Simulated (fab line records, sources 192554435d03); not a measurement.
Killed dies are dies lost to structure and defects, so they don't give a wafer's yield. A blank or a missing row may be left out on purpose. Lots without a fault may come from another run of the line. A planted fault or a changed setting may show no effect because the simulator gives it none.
Which tool did it? | flow n5_finfet | 10 lots, 30 wafers sampled, at 5 steps of a route of 1938

WHAT THE GAUGES READ, wafer by wafer
N5_BEOL_M4_RC_MEAS_101.
lot  | measured     | on        | CJ_P           | DIBL_N (mV/V)  | DIBL_P (mV/V)  | IOFF_N (nA/um) | IOFF_P (nA/um) | ION_N (uA/um) | ION_P (uA/um) | SS_N (mV/dec)  | SS_P (mV/dec)  | VT_N (mV)   | VT_P (mV)
L867 | day 8 20:47  | prober-02 | 5.93 5.79 5.75 | 33.9 35.8 33.0 | 35.7 37.6 34.6 | 0.13 0.15 0.11 | 0.18 0.19 0.16 | 667 680 648   | 460 460 445   | 71.1 71.4 71.1 | 73.1 73.6 72.9 | 251 248 255 | -252 -253 -255
L868 | day 9 01:07  | prober-02 | 5.92 5.94 5.84 | 36.7 34.7 35.8 | 38.3 36.3 37.5 | 0.18 0.15 0.16 | 0.23 0.20 0.21 | 680 669 669   | 465 461 460   | 71.9 71.4 71.4 | 72.7 72.7 72.5 | 249 251 248 | -249 -252 -252
L870 | day 9 23:21  | prober-02 | 5.67 5.87 5.70 | 34.2 31.3 34.5 | 32.2 29.9 33.6 | 0.12 0.10 0.13 | 0.14 0.12 0.16 | 656 651 661   | 450 447 454   | 71.6 70.8 70.8 | 72.6 72.2 72.6 | 253 254 250 | -257 -256 -257
L874 | day 10 11:44 | prober-01 | 5.75 5.97 5.63 | 34.5 34.3 34.4 | 35.0 34.6 34.0 | 0.14 0.13 0.13 | 0.21 0.20 0.18 | 673 668 670   | 467 465 460   | 70.8 70.4 71.1 | 72.9 72.5 72.6 | 249 252 252 | -248 -251 -251
L875 | day 10 18:38 | prober-02 | 5.78 5.62 5.79 | 35.9 36.1 36.6 | 37.2 37.2 37.4 | 0.18 0.19 0.19 | 0.21 0.22 0.22 | 686 687 688   | 464 464 462   | 71.9 71.7 72.1 | 73.5 73.9 73.7 | 248 248 248 | -253 -251 -252
L881 | day 12 05:36 | prober-01 | 5.38 5.46 5.43 | 37.9 37.9 36.9 | 38.1 37.9 36.9 | 0.19 0.19 0.17 | 0.27 0.26 0.23 | 691 697 681   | 474 473 464   | 72.3 72.0 71.6 | 73.6 73.1 73.2 | 248 245 248 | -245 -245 -249
L882 | day 12 15:52 | prober-02 | 5.41 5.20 5.64 | 34.0 35.0 33.0 | 35.0 35.1 33.6 | 0.12 0.13 0.11 | 0.19 0.19 0.17 | 664 669 653   | 467 454 460   | 70.8 71.7 70.2 | 73.1 73.6 72.1 | 256 253 256 | -253 -253 -251
L883 | day 14 00:33 | prober-01 | 5.43 5.57 5.37 | 33.4 39.1 38.7 | 32.6 40.1 40.0 | 0.12 0.22 0.21 | 0.18 0.32 0.30 | 668 695 685   | 465 480 469   | 70.8 72.0 72.5 | 72.4 74.7 74.9 | 254 245 247 | -252 -243 -247
L887 | day 13 23:46 | prober-01 | 5.76 5.98 5.70 | 39.8 35.9 35.3 | 39.3 36.6 35.1 | 0.24 0.17 0.15 | 0.29 0.23 0.21 | 696 690 669   | 470 464 467   | 72.4 71.0 71.4 | 74.2 72.5 72.7 | 243 247 251 | -246 -247 -252
L888 | day 14 05:08 | prober-01 | 5.72 6.04 5.76 | 34.0 35.2 35.9 | 33.6 34.5 34.8 | 0.12 0.14 0.15 | 0.18 0.19 0.19 | 669 666 673   | 459 456 456   | 71.1 71.7 71.7 | 73.0 73.5 72.7 | 253 252 250 | -252 -254 -253

WHICH TOOL RAN EACH LOT (tool, then ch and the chambers of the sampled wafers, then the start)
lot  | N5_ZERO_LAYER_ETCH_18           | N5_WELL_APT_IMPLANT_15         | N5_PMOS_HMC_CHANNEL_EPI_ETCH_38 | N5_PMOS_HMC_CHANNEL_EPI_CMP_21
L867 | rie_si-04 ch 2,3, day 2 00:55   | implanter-01 ch 0, day 2 02:14 | rie_si-01 ch 1,2,3, day 2 05:42 | cmp-04 ch 2,3, day 2 08:14
L868 | rie_si-05 ch 1,2, day 2 06:47   | implanter-02 ch 0, day 2 07:55 | rie_si-02 ch 0,2,3, day 2 12:02 | cmp-02 ch 1,2,3, day 2 14:35
L870 | rie_si-05 ch 0,1,2, day 2 18:56 | implanter-02 ch 0, day 2 20:14 | rie_si-02 ch 0,3, day 3 00:42   | cmp-02 ch 0,3, day 3 02:40
L874 | rie_si-04 ch 0,2, day 3 18:55   | implanter-02 ch 0, day 3 20:07 | rie_si-03 ch 2,3, day 4 00:14   | cmp-04 ch 1,3, day 4 01:53
L875 | rie_si-05 ch 0,1, day 4 01:01   | implanter-02 ch 0, day 4 02:29 | rie_si-01 ch 0,3, day 4 06:39   | cmp-01 ch 0,1,3, day 4 09:52
L881 | rie_si-06 ch 1,2, day 5 12:55   | implanter-02 ch 0, day 5 14:37 | rie_si-02 ch 0,2, day 5 18:40   | cmp-01 ch 2,3, day 5 20:11
L882 | rie_si-06 ch 0,1,3, day 5 18:56 | implanter-02 ch 0, day 5 20:23 | rie_si-02 ch 2,3, day 5 23:51   | cmp-01 ch 0,2,3, day 6 01:43
L883 | rie_si-06 ch 0,3, day 6 00:50   | implanter-02 ch 0, day 6 03:19 | rie_si-01 ch 1,2,3, day 6 08:00 | cmp-02 ch 0,2,3, day 6 09:31
L887 | rie_si-06 ch 0,1,2, day 7 01:27 | implanter-01 ch 0, day 7 02:39 | rie_si-03 ch 0,2,3, day 7 06:38 | cmp-02 ch 0,1,3, day 7 08:39
L888 | rie_si-05 ch 0,1,3, day 7 06:49 | implanter-01 ch 0, day 7 08:01 | rie_si-01 ch 0,1,2, day 7 12:23 | cmp-01 ch 1,2,3, day 7 13:58
- N5_ZERO_LAYER_ETCH_18: etches Si in HBr/Cl2, target depth 120 nm, time 40 s.
- N5_WELL_APT_IMPLANT_15
- N5_PMOS_HMC_CHANNEL_EPI_ETCH_38: etches SiO2 in CF4, target depth 1.5 nm.
- N5_PMOS_HMC_CHANNEL_EPI_CMP_21: polishes SiGe30, target thk 54 nm.

WHAT THE TOOLS THEMSELVES READ (means of the sampled wafers that have a number; where no wafer has one, the mark that the record gives instead)
N5_ZERO_LAYER_ETCH_18.
lot  | tool      | drypump_motor_current_A (A) | mfc_cl2_sccm (sccm) | oes_product_au (a.u.) | throttle_valve_pct (%)
L867 | rie_si-04 | 5.5                         | 79.92               | 0.988                 | 35.6
L868 | rie_si-05 | 5.8                         | 80.11               | 1.022                 | 35.6
L870 | rie_si-05 | 5.8                         | 80.03               | 1.012                 | 35.9
L874 | rie_si-04 | 5.4                         | 80.01               | 0.984                 | 36.0
L875 | rie_si-05 | 6.1                         | 80.34               | 1.012                 | 35.8
L881 | rie_si-06 | 5.0                         | 80.11               | 1.004                 | 36.6
L882 | rie_si-06 | 6.0                         | 80.00               | 0.996                 | 36.1
L883 | rie_si-06 | 6.3                         | 79.85               | 1.000                 | 36.1
L887 | rie_si-06 | 5.6                         | 80.08               | 0.997                 | 36.4
L888 | rie_si-05 | 6.1                         | 80.17               | 1.002                 | 36.0

N5_WELL_APT_IMPLANT_15.
lot  | tool         | dose_ions_cm2 | faraday_current_uA
L867 | implanter-01 | 1.4994e+13    | 190
L868 | implanter-02 | 1.4995e+13    | 189
L870 | implanter-02 | 1.5015e+13    | 193
L874 | implanter-02 | 1.4981e+13    | 192
L875 | implanter-02 | 1.4989e+13    | 191
L881 | implanter-02 | 1.3007e+13    | 166
L882 | implanter-02 | 1.3009e+13    | 166
L883 | implanter-02 | 1.2985e+13    | 163
L887 | implanter-01 | 1.5000e+13    | 194
L888 | implanter-01 | 1.5010e+13    | 192

N5_PMOS_HMC_CHANNEL_EPI_ETCH_38.
lot  | tool      | drypump_motor_current_A (A) | oes_product_au (a.u.) | throttle_valve_pct (%)
L867 | rie_si-01 | 5.9                         | 1.012                 | 21.69
L868 | rie_si-02 | 5.6                         | 0.987                 | 21.84
L870 | rie_si-02 | 5.8                         | 0.983                 | 21.99
L874 | rie_si-03 | 5.7                         | 1.014                 | 21.86
L875 | rie_si-01 | 6.3                         | 1.017                 | 21.81
L881 | rie_si-02 | 5.4                         | 0.984                 | 21.72
L882 | rie_si-02 | 5.7                         | 0.978                 | 22.00
L883 | rie_si-01 | 6.0                         | 1.013                 | 21.69
L887 | rie_si-03 | 5.4                         | 1.006                 | 21.76
L888 | rie_si-01 | 5.7                         | 1.007                 | 21.69

N5_PMOS_HMC_CHANNEL_EPI_CMP_21.
lot  | tool   | motor_current_A (A)
L867 | cmp-04 | 11.3
L868 | cmp-02 | 12.5
L870 | cmp-02 | 13.0
L874 | cmp-04 | 12.6
L875 | cmp-01 | 12.7
L881 | cmp-01 | 11.8
L882 | cmp-01 | 11.8
L883 | cmp-02 | 12.9
L887 | cmp-02 | 12.8
L888 | cmp-01 | 12.4

THE ANSWER, worked out from the rows above alone
Rule: what is usual is taken from the lots themselves. Put in order of their means at a reading, lots are off if they are a third of the lots or fewer, leave a main group of 4 or more, and stand apart from it by a gap of 3 or more times the standard deviation of the main group's means; of several such gaps the widest counts. A main group whose means are all the same, to the digits that the tables above print for the reading, isn't used. A lot without any number at a reading at which 4 lots or more have one is off too. The other lots that the step has rows for count as sound. The gauges are gone through in route order, then the tools' own readings, and for those a lot's mean is taken as printed above. The first step at which some lot is off is used, and at that step the reading that is off furthest; a lot without a number counts as furthest.
Off: L881, L882, L883, at N5_BEOL_M4_RC_MEAS_101 (CJ_P). The main group: mean 5.81, standard deviation 0.054.
A tool fits if, at a process step before that reading, it ran every lot that is off, and no sound lot after the first of them. The gauges at N5_BEOL_M4_RC_MEAS_101 aren't tried: what is off there is off at N5_WELL_APT_IMPLANT_15 too, on other tools, and a gauge's error can't cause that. One fits: implanter-02 at N5_WELL_APT_IMPLANT_15. Its last sound lot is L875 (day 4 02:29), its first lot that is off L881 (day 5 14:37): a fault that began between those two fits.
The tool's own readings at N5_WELL_APT_IMPLANT_15 bear it out: on the lots that are off they differ by more than 5 times the standard deviation of the sound lots' means. dose_ions_cm2 reads 1.3000e+13 there against 1.4998e+13 on the sound lots; faraday_current_uA reads 165 there against 192 on the sound lots.

WHAT THE SIMULATOR HAD PUT IN
Process parameter drift: implanter-02, from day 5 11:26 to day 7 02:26, at N5_WELL_APT_IMPLANT_15. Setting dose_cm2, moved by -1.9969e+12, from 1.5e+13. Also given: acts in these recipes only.
Lots struck among those shown: L881, L882, L883. The rule above found the same.
